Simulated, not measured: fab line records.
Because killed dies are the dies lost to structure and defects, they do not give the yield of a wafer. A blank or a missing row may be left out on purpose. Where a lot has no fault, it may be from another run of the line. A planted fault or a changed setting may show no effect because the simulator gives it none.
Split-lot experiment ; flow n5-finfet ; on a route of 1938 steps: 7 lots, 39 wafers read

== THE SPLIT ITSELF ==
At N5_MIM_BOT_LITHO_DEVELOP_07 (develop time 60 s), the setting develop-time-s was moved away from the recipe's 60 s on 15 of the 39 wafers read, by -29.5% to +58.2%. All remaining wafers had this setting at the recipe value.

== SPLIT TO READING: what lies between them in the file, 1 step ==
- N5_MIM_BOT_LITHO_HARDBAKE_09: time 120 s

== THE READING ==
cd-nm (nm) at N5_MIM_BOT_LITHO_CD_MEAS_08, where the cd target is 3000 nm. A value of 3000.4 nm with a standard deviation of 1.2 nm is what fault-free wafers of this fab line usually give.

wafer;tool, chamber at the split;develop-time-s as run, s;against the recipe;cd-nm, nm;against lot-mates on the recipe
L074.1;litho-track-02, 0;60;recipe;2999.5;-
L074.2;litho-track-02, 0;42.27;-29.5%;2992.2;-7.5
L074.3;litho-track-02, 0;42.27;-29.5%;2993.9;-5.8
L074.4;litho-track-02, 0;60;recipe;3000.1;-
L074.5;litho-track-02, 0;42.27;-29.5%;2993.5;-6.2
L074.6;litho-track-02, 0;60;recipe;2999.5;-
L078.1;litho-track-04, 0;60;recipe;3001.4;-
L078.2;litho-track-04, 0;91.5;+52.5%;3007.7;+6.7
L078.3;litho-track-04, 0;91.5;+52.5%;3007.8;+6.8
L078.4;litho-track-04, 0;60;recipe;3000.4;-
L078.5;litho-track-04, 0;60;recipe;3001.1;-
L078.6;litho-track-04, 0;91.5;+52.5%;3010.2;+9.2
L079.1;litho-track-04, 0;60;recipe;3001.4;-
L079.2;litho-track-04, 0;60;recipe;2997.8;-
L079.3;litho-track-04, 0;60;recipe;2999.9;-
L079.4;litho-track-04, 0;60;recipe;2999.9;-
L079.5;litho-track-04, 0;60;recipe;3000.5;-
L079.6;litho-track-04, 0;60;recipe;2998.9;-
L082.1;litho-track-02, 0;60;recipe;3001.8;-
L082.2;litho-track-02, 0;85.27;+42.1%;3010.1;+8.7
L082.3;litho-track-02, 0;60;recipe;3001.1;-
L082.4;litho-track-02, 0;85.27;+42.1%;3007.9;+6.5
L082.5;litho-track-02, 0;85.27;+42.1%;3008.2;+6.8
L082.6;litho-track-02, 0;60;recipe;3001.2;-
L089.1;litho-track-05, 0;44.68;-25.5%;2993.0;-4.9
L089.2;litho-track-05, 0;60;recipe;2997.6;-
L089.3;litho-track-05, 0;60;recipe;2998.3;-
L089.4;litho-track-05, 0;44.68;-25.5%;2993.8;-4.1
L089.5;litho-track-05, 0;60;recipe;2997.7;-
L089.6;litho-track-05, 0;44.68;-25.5%;2993.9;-4.0
L091.1;litho-track-04, 0;60;recipe;3000.2;-
L091.2;litho-track-04, 0;60;recipe;2999.8;-
L091.3;litho-track-04, 0;60;recipe;3000.7;-
L095.1;litho-track-02, 0;60;recipe;2999.4;-
L095.2;litho-track-02, 0;94.94;+58.2%;3008.2;+8.5
L095.3;litho-track-02, 0;60;recipe;2999.5;-
L095.4;litho-track-02, 0;60;recipe;3000.3;-
L095.5;litho-track-02, 0;94.94;+58.2%;3008.7;+9.0
L095.6;litho-track-02, 0;94.94;+58.2%;3008.2;+8.5

THE FIT
A straight line over all 39 wafers: cd-nm changes by +0.182 nm for each +1% of develop-time-s; r = +0.96; the points scatter about the line by 1.4 nm.
The same after taking each lot's own level away (the mean of its wafers on the recipe; 39 wafers): +0.163 nm for each +1%; r = +0.98; scatter 0.92 nm.
On that fit, the largest move of develop-time-s shifts the reading by 9.5 nm.
Measured against the standard deviation above, the lots' own levels, which go from 2997.87 to 3001.37 nm, span 2.9 times it.
Hence the slope depends on the lot-to-lot level, as the two fits are not the same.
Check: with one of the wafers moved furthest among these (+58.2%) left out of the fit, the line predicts +9.35 nm for it against its lot-mates. It came out at +8.47 nm against them.

== OTHER SPLITS APPLIED TO THESE WAFERS ==
Note: prior to the reading, these wafers also went through further splits. Each is held against what the fit with the lots' levels taken away leaves over:
other split on the same wafers;wafers away from the commonest value;r with cd-nm (lot level and that fit taken away)
N5_BEOL_M9_TRENCH_ETCH_37 time-s;15;+0.08
N5_BEOL_M12_DEVELOP_27 develop-time-s;12;-0.14

== THE FILE'S OWN FIT ==
cd-nm changes by +0.161 nm for each +1% of develop-time-s, r = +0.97.
